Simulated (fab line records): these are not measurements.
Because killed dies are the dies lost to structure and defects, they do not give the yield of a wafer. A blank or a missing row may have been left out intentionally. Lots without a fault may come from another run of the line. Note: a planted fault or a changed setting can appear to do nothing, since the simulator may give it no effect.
What tool caused it?	flow n5 finfet	12 lots with 36 wafers sampled at 2 steps, on a route of 1938 steps

== WHAT THE GAUGES READ, wafer by wafer ==
N5_BEOL_M0_SAQP_CD_MEAS_14: the cd target is 42.5 nm.
lot	measured	on	cd nm (nm)
L075	day 6 02:22	cd sem-01	42.7 42.3 42.3
L078	day 6 10:19	cd sem-01	43.1 42.9 42.9
L079	day 6 20:29	cd sem-01	42.6 42.9 42.5
L081	day 7 06:50	cd sem-01	41.9 41.6 42.0
L083	day 7 19:23	cd sem-02	42.2 41.8 42.2
L085	day 8 07:18	cd sem-03	42.1 43.0 42.6
L087	day 8 17:35	cd sem-03	42.5 41.8 42.4
L089	day 9 13:17	cd sem-01	42.2 42.0 42.6
L090	day 10 04:08	cd sem-02	42.6 42.4 42.0
L093	day 10 08:10	cd sem-02	43.0 43.3 43.1
L095	day 10 21:02	cd sem-02	42.1 42.5 42.2
L097	day 11 07:26	cd sem-01	41.9 42.3 42.0

== EACH LOT AND THE TOOL THAT RAN IT (in order: tool; ch and the chambers of the sampled wafers; start) ==
lot	N5_BEOL_M0_SAQP_PECVD_97
L075	pecvd-04 ch 1,2, day 6 01:45
L078	pecvd-04 ch 0,1,2, day 6 09:40
L079	pecvd-04 ch 0,1,2, day 6 19:53
L081	pecvd-04 ch 0,1, day 7 06:20
L083	pecvd-01 ch 0,2, day 7 18:46
L085	pecvd-03 ch 0,1,2, day 8 06:40
L087	pecvd-04 ch 0,1,2, day 8 16:57
L089	pecvd-03 ch 0,1,2, day 9 12:47
L090	pecvd-01 ch 0,2, day 10 03:28
L093	pecvd-03 ch 0,2, day 10 07:30
L095	pecvd-03 ch 0,1,2, day 10 20:32
L097	pecvd-01 ch 0,1,2, day 11 06:49
- N5_BEOL_M0_SAQP_PECVD_97: deposits SiNx from SiH4/NH3/N2, target thk 23 nm, time 19.9 s.

== THE ANSWER, worked out from the rows above alone ==
Rule: the lots themselves supply what counts as usual. Put in order of their means at a reading, lots are off if they are a third of the lots or fewer, leave a main group of 4 or more, and stand apart from it by a gap of 3 or more times the standard deviation of the main group's means; of several such gaps the widest counts. A main group is skipped when, at the precision printed for the reading in the tables above, its means are all equal. A lot without any number at a reading at which 4 lots or more have one is off too. Any other lot the step has rows for is counted as sound.
Across all readings shown, no lot is off: no conclusion can be drawn from this.

== WHAT THE SIMULATOR HAD PUT IN ==
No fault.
